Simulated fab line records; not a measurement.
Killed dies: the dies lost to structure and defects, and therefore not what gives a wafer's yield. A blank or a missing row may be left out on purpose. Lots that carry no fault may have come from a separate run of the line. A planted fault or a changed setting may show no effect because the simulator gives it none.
fab line records + flow n5_finfet
record:
- lots: 10
- wafers: 28
- last_day: 19
route steps=1938 shown BEOL_M0_SAQP@678 BEOL_M4@1111
lots that met no fault: taken from a fault-free run of the same line
start_h: start of the lot's first displayed wafer, in hours after the record's first day + wait_h: how many hours have passed since the lot's step before this one + " identical to the entry in the row above + L1.1+2: a single row standing in for several wafers + - no value, or no start given + * or withheld: withheld + < > ~ a bound
route shown NAME@n: a module of which the file shows steps, and the number in the route of the first + usual: mean and standard deviation over wafers with no fault + same: alike in all rows + chamber/n: place in a boat + sites: the reading at each site + _std_site: their standard deviation + _edge_site: the outer-site mean with the inner-site mean subtracted + radius_mm: for every site, how far away it sits from the centre of the wafer + mask NAME#n: copy n + behind: the most recent tool/chamber to have shaped the wafer + hold: what put the lot on hold/how long, in hours/how the hold closed + device: the transistor (n, p or np) that didn't switch + end of line: tests of these same wafers at the route's end + for a step that has no rows: nothing shown but its recipe + killed: dies lost to structure and defects at the first sort, not the wafer's yield + map: a wafer's dies, x killed, . not, _ none there
set.NAME: the setting that was run; set.NAME@STEP: the one run at that earlier step + model.NAME: the simulator's own value behind a step, which no gauge read
a sample of lots followed through the steps of the route, with each step as a table and each wafer as a row
services: a tool's chamber out of use, with start hour (start_h, from the record's first day; less than 0 if before it), hours out, and reason
== steps ==
step: N5_BEOL_M0_SAQP_MANDREL2_REMOVE_110
recipe:
- chemistry: HBr/Cl2/O2
- bt_time_s: 10
- target: a-Si
- stop_on: SiCN
- endpoint: OES-SiCl
- over_etch_frac: 1
- icp_w: 600
- bias_w: 30
- HBr_flow_sccm: 150
- Cl2_flow_sccm: 80
- O2_flow_sccm: 5
- pressure_mtorr: 10
usual:
- drypump_motor_current_A: 5.7/0.45
- oes_product_au: 0.994/0.012
- throttle_valve_pct: 36.65/0.21
| lot.wafer | tool      | chamber | start_h | wait_h | drypump_motor_current_A | oes_product_au | rf_hours_counter_h | throttle_valve_pct |
|-----------|-----------|---------|---------|--------|-------------------------|----------------|--------------------|--------------------|
| L332.1    | rie_si-03 | 1       | 120.69  | 0.1    | 6.0                     | 1.010          | 146                | 36.91              |
| L332.2    | "         | 3       | "       | "      | 5.7                     | 1.022          | 28                 | 36.46              |
| L332.5    | "         | 1       | "       | "      | 6.0                     | 1.001          | -                  | 36.91              |
| L334.1    | rie_si-04 | 2       | 127.94  | 0.1    | 5.9                     | 0.980          | 113                | 36.43              |
| L334.2    | "         | 3       | "       | "      | 5.6                     | 0.998          | 183                | 36.62              |
| L334.5    | "         | 3       | "       | "      | 5.6                     | 0.991          | -                  | 36.62              |
| L337.1    | rie_si-02 | 1       | 148.51  | 0.1    | 6.2                     | 1.016          | 83                 | 36.75              |
| L337.2    | "         | 0       | "       | "      | 6.6                     | 0.985          | 5                  | 36.14              |
| L337.6    | "         | 1       | "       | "      | 6.2                     | 1.017          | -                  | 36.72              |
| L340.1    | rie_si-04 | 0       | 165.81  | 0.1    | 5.3                     | 0.987          | 174                | 36.76              |
| L340.4    | "         | 1       | "       | "      | 5.9                     | 0.985          | 162                | 36.59              |
| L340.6    | "         | 0       | "       | "      | 5.3                     | 0.992          | -                  | 36.76              |
| L341.5    | rie_si-03 | 1       | 169.85  | 0.1    | 6.0                     | 0.988          | -                  | 36.91              |
| L341.6    | "         | 0       | "       | "      | 6.0                     | 0.975          | -                  | 36.67              |
| L344.5    | rie_si-04 | 0       | 195.70  | 0.1    | 5.3                     | 0.997          | -                  | 36.75              |
| L344.6    | "         | 1       | "       | "      | 5.9                     | 0.980          | -                  | 36.60              |
| L347.1    | rie_si-03 | 1       | 208.65  | 0.1    | 6.0                     | 1.008          | 147                | 36.89              |
| L347.2    | "         | 2       | "       | "      | 4.7                     | 1.011          | 107                | 36.65              |
| L347.5    | "         | 3       | "       | "      | 5.7                     | 1.007          | -                  | 36.45              |
| L349.1    | rie_si-04 | 1       | 221.53  | 0.1    | 5.9                     | 0.989          | 163                | 36.61              |
| L349.2    | "         | 2       | "       | "      | 5.9                     | 0.993          | 115                | 36.44              |
| L349.6    | "         | 3       | "       | "      | 5.6                     | 1.007          | -                  | 36.62              |
| L350.3    | rie_si-04 | 0       | 231.31  | 0.1    | 5.3                     | 0.998          | 175                | 36.77              |
| L350.5    | "         | 2       | "       | "      | 5.9                     | 0.988          | -                  | 36.43              |
| L350.6    | "         | 3       | "       | "      | 5.6                     | 0.991          | -                  | 36.64              |
| L352.2    | rie_si-03 | 0       | 244.98  | 0.1    | 6.0                     | 0.972          | 5                  | 36.67              |
| L352.3    | "         | 3       | "       | "      | 5.7                     | 1.004          | 30                 | 36.48              |
| L352.6    | "         | 2       | "       | "      | 4.7                     | 1.011          | -                  | 36.66              |
step: N5_BEOL_M0_SAQP_INSPECT_42
recipe:
- mode: adi
- inspect_instrument: brightfield
usual:
- raw_defect_count: 304/78
| lot.wafer | tool              | chamber | start_h | wait_h | raw_defect_count |
|-----------|-------------------|---------|---------|--------|------------------|
| L332.1    | defect_inspect-01 | -       | 121.32  | 0.1    | 256              |
| L332.2    | "                 | -       | "       | "      | 403              |
| L332.5    | "                 | -       | "       | "      | 324              |
| L334.1    | defect_inspect-02 | -       | 128.44  | 0.1    | 386              |
| L334.2    | "                 | -       | "       | "      | 430              |
| L334.5    | "                 | -       | "       | "      | 608              |
| L337.1    | defect_inspect-02 | -       | 149.14  | 0.1    | 459              |
| L337.2    | "                 | -       | "       | "      | 496              |
| L337.6    | "                 | -       | "       | "      | 321              |
| L340.1    | defect_inspect-02 | -       | 166.44  | 0.1    | 411              |
| L340.4    | "                 | -       | "       | "      | 302              |
| L340.6    | "                 | -       | "       | "      | 241              |
| L341.5    | defect_inspect-02 | -       | 170.32  | 0.0    | 246              |
| L341.6    | "                 | -       | "       | "      | 302              |
| L344.5    | defect_inspect-01 | -       | 196.17  | 0.0    | 398              |
| L344.6    | "                 | -       | "       | "      | 334              |
| L347.1    | defect_inspect-02 | -       | 209.15  | 0.1    | 256              |
| L347.2    | "                 | -       | "       | "      | 187              |
| L347.5    | "                 | -       | "       | "      | 288              |
| L349.1    | defect_inspect-01 | -       | 222.04  | 0.1    | 339              |
| L349.2    | "                 | -       | "       | "      | 231              |
| L349.6    | "                 | -       | "       | "      | 390              |
| L350.3    | defect_inspect-02 | -       | 231.81  | 0.0    | 159              |
| L350.5    | "                 | -       | "       | "      | 161              |
| L350.6    | "                 | -       | "       | "      | 338              |
| L352.2    | defect_inspect-02 | -       | 245.48  | 0.0    | 386              |
| L352.3    | "                 | -       | "       | "      | 355              |
| L352.6    | "                 | -       | "       | "      | 348              |
step: N5_BEOL_M0_SAQP_ETCH_73
recipe:
- chemistry: CF4
- target: SiARC
- target_depth_a: 195
- mask_material: CAR-EUV
- time_s: 32.5
- ion_energy_ev: 80
- pressure_mtorr: 40
- source_w: 545
- bias_w: 36
- Ar_flow_sccm: 100
- cf4_flow_sccm: 100
- ends: cleared
usual:
- drypump_motor_current_A: 5.5/0.5
- etch_rf_on_time_s: 32.5/0.7
- mfc_ar_sccm: 100.01/0.3
- oes_product_au: 0.68/0.065
- rf_vpp_V: 184.3/0.97
- showerhead_plenum_p_Torr: 2.17/0.046
- throttle_valve_pct: 15.60/0.13
| lot.wafer | tool        | chamber | start_h | wait_h | drypump_motor_current_A | etch_rf_on_time_s | mfc_ar_sccm | oes_product_au | rf_hours_counter_h | rf_vpp_V | showerhead_plenum_p_Torr | throttle_valve_pct |
|-----------|-------------|---------|---------|--------|-------------------------|-------------------|-------------|----------------|--------------------|----------|--------------------------|--------------------|
| L332.1    | rie_diel-06 | 3       | 121.41  | 0.0    | 6.3                     | 31.7              | 99.84       | 0.59           | 245                | 183.8    | 2.10                     | 15.78              |
| L332.2    | "           | 0       | "       | "      | 4.9                     | 32.5              | 99.89       | 0.60           | 213                | 182.7    | 2.13                     | 15.47              |
| L332.5    | "           | 3       | "       | "      | 6.3                     | 32.0              | 99.68       | 0.58           | -                  | 182.3    | 2.10                     | 15.76              |
| L334.1    | rie_diel-04 | 2       | 128.53  | 0.0    | 5.0                     | 32.1              | 99.57       | 0.75           | 53                 | 184.7    | 2.10                     | 15.70              |
| L334.2    | "           | 0       | "       | "      | 5.2                     | 31.5              | 100.33      | 0.71           | 75                 | 184.1    | 2.17                     | 15.53              |
| L334.5    | "           | 1       | "       | "      | 6.1                     | 32.0              | 99.61       | 0.66           | -                  | 185.8    | 2.24                     | 15.54              |
| L337.1    | rie_diel-04 | 2       | 149.45  | 0.0    | 4.9                     | 32.1              | 99.94       | 0.74           | 61                 | 183.1    | 2.10                     | 15.71              |
| L337.2    | "           | 0       | "       | "      | 5.1                     | 31.9              | 100.34      | 0.69           | 83                 | 183.4    | 2.16                     | 15.55              |
| L337.6    | "           | 1       | "       | "      | 6.2                     | 32.2              | 100.09      | 0.65           | -                  | 185.2    | 2.23                     | 15.55              |
| L340.1    | rie_diel-04 | 2       | 166.75  | 0.0    | 5.0                     | 32.2              | 99.90       | 0.74           | 67                 | 183.8    | 2.10                     | 15.72              |
| L340.4    | "           | 0       | "       | "      | 5.1                     | 31.6              | 99.96       | 0.69           | 89                 | 184.9    | 2.16                     | 15.57              |
| L340.6    | "           | 2       | "       | "      | 5.0                     | 31.9              | 100.12      | 0.74           | -                  | 183.9    | 2.10                     | 15.72              |
| L341.5    | rie_diel-04 | 0       | 170.47  | 0.0    | 5.1                     | 31.5              | 99.48       | 0.69           | -                  | 184.1    | 2.16                     | 15.57              |
| L341.6    | "           | 3       | "       | "      | 5.3                     | 21.0              | 100.58      | 0.94           | -                  | 183.9    | 2.17                     | 15.46              |
| L344.5    | rie_diel-04 | 3       | 196.53  | 0.0    | 5.3                     | 32.0              | 100.07      | 0.72           | -                  | 185.3    | 2.17                     | 15.46              |
| L344.6    | "           | 2       | "       | "      | 5.0                     | 20.8              | 99.85       | 0.95           | -                  | 182.5    | 2.09                     | 15.75              |
| L347.1    | rie_diel-02 | 2       | 210.00  | 0.0    | 6.4                     | 32.2              | 100.23      | 0.80           | 15                 | 184.5    | 2.20                     | 15.53              |
| L347.2    | "           | 3       | "       | "      | 5.0                     | 33.4              | 99.70       | 0.63           | 177                | 184.9    | 2.22                     | 15.47              |
| L347.5    | "           | 3       | "       | "      | 5.0                     | 33.1              | 100.23      | 0.63           | -                  | 185.9    | 2.22                     | 15.48              |
| L349.1    | rie_diel-02 | 1       | 222.23  | 0.0    | 5.7                     | 32.9              | 99.80       | 0.65           | 153                | 182.3    | 2.14                     | 15.59              |
| L349.2    | "           | 0       | "       | "      | 5.3                     | 34.3              | 100.24      | 0.58           | 217                | 185.2    | 2.11                     | 15.86              |
| L349.6    | "           | 2       | "       | "      | 6.4                     | 32.1              | 99.77       | 0.79           | -                  | 182.0    | 2.20                     | 15.53              |
| L350.3    | rie_diel-02 | 1       | 231.90  | 0.0    | 5.8                     | 32.1              | 100.17      | 0.67           | 156                | 183.2    | 2.14                     | 15.62              |
| L350.5    | "           | 3       | "       | "      | 5.0                     | 32.9              | 100.45      | 0.63           | -                  | 185.9    | 2.21                     | 15.47              |
| L350.6    | "           | 0       | "       | "      | 5.3                     | 33.7              | 100.21      | 0.59           | -                  | 183.4    | 2.11                     | 15.85              |
| L352.2    | rie_diel-06 | 3       | 245.77  | 0.0    | 6.2                     | 31.7              | 100.53      | 0.77           | 23                 | 184.2    | 2.09                     | 15.34              |
| L352.3    | "           | 1       | "       | "      | 5.5                     | 32.2              | 99.99       | 0.62           | 193                | 185.6    | 2.22                     | 15.89              |
| L352.6    | "           | 3       | "       | "      | 6.2                     | 31.5              | 100.49      | 0.77           | -                  | 182.5    | 2.09                     | 15.34              |
step: N5_BEOL_M0_SAQP_ETCH_49
recipe:
- chemistry: CF4/O2
- target_depth_a: 370
- target: SiO2
- pressure_mtorr: 40
- source_w: 535
- bias_w: 49
- Ar_flow_sccm: 100
- cf4_flow_sccm: 100
- O2_flow_sccm: 10
- ion_energy_ev: 100
usual:
- drypump_motor_current_A: 5.5/0.49
- mfc_ar_sccm: 99.9/0.32
- oes_product_au: 0.78/0.077
- rf_vpp_V: 241/3.6
- showerhead_plenum_p_Torr: 2.23/0.048
- throttle_valve_pct: 15.88/0.17
| lot.wafer | tool        | chamber | start_h | wait_h | drypump_motor_current_A | mfc_ar_sccm | oes_product_au | rf_hours_counter_h | rf_vpp_V | showerhead_plenum_p_Torr | throttle_valve_pct |
|-----------|-------------|---------|---------|--------|-------------------------|-------------|----------------|--------------------|----------|--------------------------|--------------------|
| L332.1    | rie_diel-06 | 3       | 122.17  | 0.3    | 6.3                     | 99.9        | 0.68           | 246                | 239      | 2.17                     | 16.00              |
| L332.2    | "           | 2       | "       | "      | 5.8                     | 100.1       | 0.77           | 144                | 243      | 2.20                     | 16.07              |
| L332.5    | "           | 2       | "       | "      | 5.8                     | 100.3       | 0.76           | -                  | 242      | 2.20                     | 16.06              |
| L334.1    | rie_diel-02 | 1       | 129.52  | 0.3    | 5.7                     | 100.5       | 0.81           | 126                | 238      | 2.21                     | 15.76              |
| L334.2    | "           | 3       | "       | "      | 5.0                     | 99.7        | 0.77           | 153                | 242      | 2.29                     | 15.67              |
| L334.5    | "           | 3       | "       | "      | 5.0                     | 99.7        | 0.77           | -                  | 243      | 2.29                     | 15.66              |
| L337.1    | rie_diel-04 | 0       | 150.21  | 0.3    | 5.1                     | 99.7        | 0.81           | 84                 | 237      | 2.23                     | 15.78              |
| L337.2    | "           | 2       | "       | "      | 5.0                     | 100.4       | 0.87           | 61                 | 253      | 2.16                     | 15.95              |
| L337.6    | "           | 0       | "       | "      | 5.1                     | 99.8        | 0.80           | -                  | 239      | 2.23                     | 15.80              |
| L340.1    | rie_diel-06 | 0       | 167.51  | 0.3    | 4.9                     | 100.0       | 0.69           | 227                | 236      | 2.19                     | 15.72              |
| L340.4    | "           | 1       | "       | "      | 5.5                     | 100.0       | 0.77           | 170                | 240      | 2.30                     | 16.11              |
| L340.6    | "           | 1       | "       | "      | 5.5                     | 99.8        | 0.76           | -                  | 239      | 2.30                     | 16.10              |
| L341.5    | rie_diel-02 | 1       | 171.33  | 0.1    | 5.7                     | 100.5       | 0.79           | -                  | 240      | 2.21                     | 15.80              |
| L341.6    | "           | 2       | "       | "      | 6.3                     | 100.2       | 0.97           | -                  | 244      | 2.27                     | 15.75              |
| L344.5    | rie_diel-06 | 1       | 197.33  | 0.1    | 5.5                     | 100.1       | 0.75           | -                  | 240      | 2.29                     | 16.11              |
| L344.6    | "           | 2       | "       | "      | 5.8                     | 100.2       | 0.75           | -                  | 243      | 2.20                     | 16.11              |
| L347.1    | rie_diel-02 | 1       | 210.80  | 0.3    | 5.8                     | 99.7        | 0.78           | 151                | 239      | 2.21                     | 15.82              |
| L347.2    | "           | 2       | "       | "      | 6.3                     | 100.4       | 0.94           | 16                 | 243      | 2.27                     | 15.78              |
| L347.5    | "           | 0       | "       | "      | 5.3                     | 99.9        | 0.71           | -                  | 240      | 2.18                     | 16.09              |
| L349.1    | rie_diel-06 | 2       | 222.99  | 0.3    | 5.8                     | 99.9        | 0.74           | 174                | 243      | 2.19                     | 16.11              |
| L349.2    | "           | 3       | "       | "      | 6.2                     | 99.8        | 0.92           | 16                 | 238      | 2.16                     | 15.58              |
| L349.6    | "           | 2       | "       | "      | 5.8                     | 100.0       | 0.74           | -                  | 242      | 2.19                     | 16.13              |
| L350.3    | rie_diel-04 | 0       | 232.66  | 0.3    | 5.1                     | 99.7        | 0.78           | 108                | 236      | 2.22                     | 15.84              |
| L350.5    | "           | 2       | "       | "      | 4.9                     | 99.3        | 0.84           | -                  | 251      | 2.15                     | 16.01              |
| L350.6    | "           | 1       | "       | "      | 6.1                     | 100.3       | 0.74           | -                  | 240      | 2.29                     | 15.84              |
| L352.2    | rie_diel-02 | 1       | 246.65  | 0.4    | 5.7                     | 99.9        | 0.77           | 162                | 239      | 2.20                     | 15.85              |
| L352.3    | "           | 0       | "       | "      | 5.3                     | 100.2       | 0.69           | 224                | 240      | 2.17                     | 16.10              |
| L352.6    | "           | 1       | "       | "      | 5.7                     | 100.0       | 0.77           | -                  | 238      | 2.20                     | 15.84              |
step: N5_BEOL_M4_RC_MEAS_101
usual:
- DIBL_N: 36.3/2.2
- DIBL_P: 36.0/2.4
- IOFF_N: 0.16/0.042
- IOFF_P: 0.22/0.041
- ION_N: 672/14
- ION_P: 462/7.9
- SS_N: 71.7/0.76
- SS_P: 73.3/0.72
- VT_N: 250/3.6
- VT_P: -249/3
| lot.wafer | tool      | chamber | start_h | wait_h | DIBL_N[mV/V] | DIBL_P[mV/V] | IOFF_N[nA/um] | IOFF_P[nA/um] | ION_N[uA/um] | ION_P[uA/um] | SS_N[mV/dec] | SS_P[mV/dec] | VT_N[mV] | VT_P[mV] |
|-----------|-----------|---------|---------|--------|--------------|--------------|---------------|---------------|--------------|--------------|--------------|--------------|----------|----------|
| L332.1    | prober-02 | 0       | 175.75  | 0.0    | 37.1         | 36.6         | 0.18          | 0.24          | 673          | 467          | 71.0         | 73.4         | 251      | -249     |
| L332.2    | "         | 0       | "       | "      | 35.7         | 36.3         | 0.15          | 0.24          | 667          | 466          | 71.5         | 73.0         | 252      | -246     |
| L332.5    | "         | 0       | "       | "      | 38.0         | 37.9         | 0.20          | 0.27          | 679          | 463          | 72.0         | 73.9         | 244      | -244     |
| L334.1    | prober-01 | 0       | 180.50  | 0.0    | 34.9         | 34.5         | 0.14          | 0.20          | 668          | 463          | 72.2         | 73.3         | 249      | -248     |
| L334.2    | "         | 0       | "       | "      | 34.7         | 34.2         | 0.14          | 0.20          | 670          | 463          | 71.0         | 73.2         | 249      | -250     |
| L334.5    | "         | 0       | "       | "      | 34.9         | 34.7         | 0.15          | 0.20          | 678          | 467          | 71.4         | 73.4         | 247      | -246     |
| L337.1    | prober-01 | 0       | 205.20  | 0.0    | 32.6         | 30.9         | 0.10          | 0.14          | 651          | 450          | 71.1         | 71.5         | 256      | -253     |
| L337.2    | "         | 0       | "       | "      | 35.4         | 35.6         | 0.16          | 0.20          | 671          | 460          | 71.6         | 72.7         | 248      | -250     |
| L337.6    | "         | 0       | "       | "      | 35.2         | 34.7         | 0.14          | 0.18          | 661          | 454          | 72.3         | 72.0         | 248      | -250     |
| L340.1    | prober-01 | 0       | 213.24  | 0.0    | 36.6         | 36.9         | 0.16          | 0.21          | 660          | 459          | 71.6         | 73.5         | 250      | -249     |
| L340.4    | "         | 0       | "       | "      | 35.3         | 34.9         | 0.14          | 0.18          | 674          | 457          | 71.3         | 73.5         | 252      | -254     |
| L340.6    | "         | 0       | "       | "      | 34.7         | 34.5         | 0.12          | 0.17          | 661          | 461          | 71.5         | 72.8         | 255      | -252     |
| L341.5    | prober-02 | 0       | 222.61  | 0.8    | 39.1         | 38.1         | 0.20          | 0.26          | 678          | 465          | 72.0         | 73.9         | 246      | -249     |
| L341.6    | "         | 0       | "       | "      | 39.7         | 37.4         | 0.20          | 0.23          | 680          | 461          | 72.5         | 73.3         | 249      | -248     |
| L344.5    | prober-02 | 0       | 252.27  | 0.6    | 35.6         | 35.2         | 0.14          | 0.22          | 661          | 463          | 71.7         | 73.7         | 252      | -248     |
| L344.6    | "         | 0       | "       | "      | 35.8         | 34.2         | 0.12          | 0.20          | 643          | 445          | 72.1         | 73.2         | 255      | -250     |
| L347.1    | prober-01 | 0       | 285.49  | 0.0    | 38.7         | 37.8         | 0.20          | 0.27          | 682          | 466          | 72.4         | 74.4         | 246      | -247     |
| L347.2    | "         | 0       | "       | "      | 36.1         | 35.1         | 0.13          | 0.21          | 671          | 471          | 70.9         | 72.9         | 253      | -249     |
| L347.5    | "         | 0       | "       | "      | 37.1         | 34.7         | 0.14          | 0.22          | 649          | 452          | 72.4         | 73.1         | 254      | -250     |
| L349.1    | prober-01 | 0       | 294.89  | 0.0    | 35.3         | 33.0         | 0.13          | 0.18          | 679          | 469          | 70.9         | 73.2         | 254      | -253     |
| L349.2    | "         | 0       | "       | "      | 35.4         | 32.8         | 0.14          | 0.19          | 667          | 457          | 71.1         | 73.2         | 252      | -255     |
| L349.6    | "         | 0       | "       | "      | 38.4         | 37.0         | 0.21          | 0.25          | 696          | 479          | 71.5         | 73.8         | 247      | -248     |
| L350.3    | prober-01 | 0       | 313.19  | 0.3    | 37.3         | 39.3         | 0.20          | 0.30          | 689          | 482          | 70.9         | 74.7         | 244      | -241     |
| L350.5    | "         | 0       | "       | "      | 38.0         | 39.8         | 0.21          | 0.31          | 692          | 476          | 72.5         | 74.0         | 245      | -244     |
| L350.6    | "         | 0       | "       | "      | 33.8         | 34.4         | 0.12          | 0.19          | 661          | 460          | 70.5         | 72.2         | 252      | -249     |
| L352.2    | prober-01 | 0       | 342.46  | 0.6    | 33.2         | 34.8         | 0.14          | 0.19          | 674          | 468          | 70.5         | 72.9         | 251      | -251     |
| L352.3    | "         | 0       | "       | "      | 34.1         | 35.7         | 0.15          | 0.19          | 685          | 470          | 71.1         | 72.8         | 249      | -251     |
| L352.6    | "         | 0       | "       | "      | 33.4         | 34.9         | 0.14          | 0.20          | 672          | 465          | 71.2         | 72.7         | 250      | -250     |
== services ==
| tool        | chamber | start_h | hours | kind                          |
|-------------|---------|---------|-------|-------------------------------|
| rie_diel-02 | 2       | 131.19  | -     | clean                         |
| rie_diel-02 | 2       | 131.19  | -     | consumable_replace:focus_ring |
| rie_diel-02 | 2       | 131.19  | 24.2  | scheduled_down                |
| rie_diel-02 | 2       | 131.19  | 24.2  | vent_cycle                    |
| rie_diel-04 | 3       | 133.61  | 22.5  | repair                        |
| rie_diel-06 | 2       | 136.40  | 2.6   | repair                        |
| rie_diel-06 | 3       | 139.23  | -     | clean                         |
| rie_diel-06 | 3       | 139.23  | -     | consumable_replace:focus_ring |
| rie_diel-06 | 3       | 139.23  | 27.9  | scheduled_down                |
| rie_diel-06 | 3       | 139.23  | 27.9  | vent_cycle                    |
| rie_si-04   | 3       | 145.41  | 3.3   | repair                        |
| rie_diel-06 | -       | 177.84  | 0.6   | repair                        |
| rie_diel-04 | 0       | 185.19  | 4.0   | repair                        |
| rie_si-02   | -       | 185.88  | 1.7   | repair                        |
| rie_si-04   | 3       | 197.13  | 6.4   | repair                        |
| rie_si-04   | 0       | 222.59  | 2.2   | repair                        |
| rie_si-02   | 2       | 231.65  | 9.1   | repair                        |
| rie_diel-06 | 3       | 235.37  | 2.3   | repair                        |
| rie_si-02   | 3       | 239.52  | 1.4   | repair                        |
| rie_si-04   | 3       | 241.05  | -     | clean                         |
| rie_diel-06 | 0       | 244.91  | -     | clean                         |
| rie_diel-06 | 0       | 244.91  | -     | consumable_replace:focus_ring |
| rie_diel-06 | 0       | 244.91  | 17.9  | scheduled_down                |
| rie_diel-06 | 0       | 244.91  | 17.9  | vent_cycle                    |
== key ==
first_sign:
- step: N5_BEOL_M0_SAQP_ETCH_73
- reading: etch_rf_on_time_s
- direction: down
- sigmas: 17
- usual: *
- struck: *
effect:
- step: N5_BEOL_M0_SAQP_ETCH_73
- reading: oes_product_au
- direction: up
- sigmas: 4.1
- usual: 0.68
- struck: 0.95
met_at N5_BEOL_M0_SAQP_ETCH_73
struck_lots L341,L344
struck_wafers L341.6,L344.6
not_acting_at N5_BEOL_M0_SAQP_MANDREL2_REMOVE_110,N5_BEOL_M0_SAQP_INSPECT_42,N5_BEOL_M0_SAQP_ETCH_49
onset_between 166.75 170.47
fault:
- kind: process_parameter_drift
- tool: rie_diel-04
- chamber: -
- onset_h: 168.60
- steps: N5_BEOL_M0_SAQP_ETCH_73
- channel: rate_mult
- offset: 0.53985
- shape: step
- end_h: 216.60
- scope: struck_wafers_only
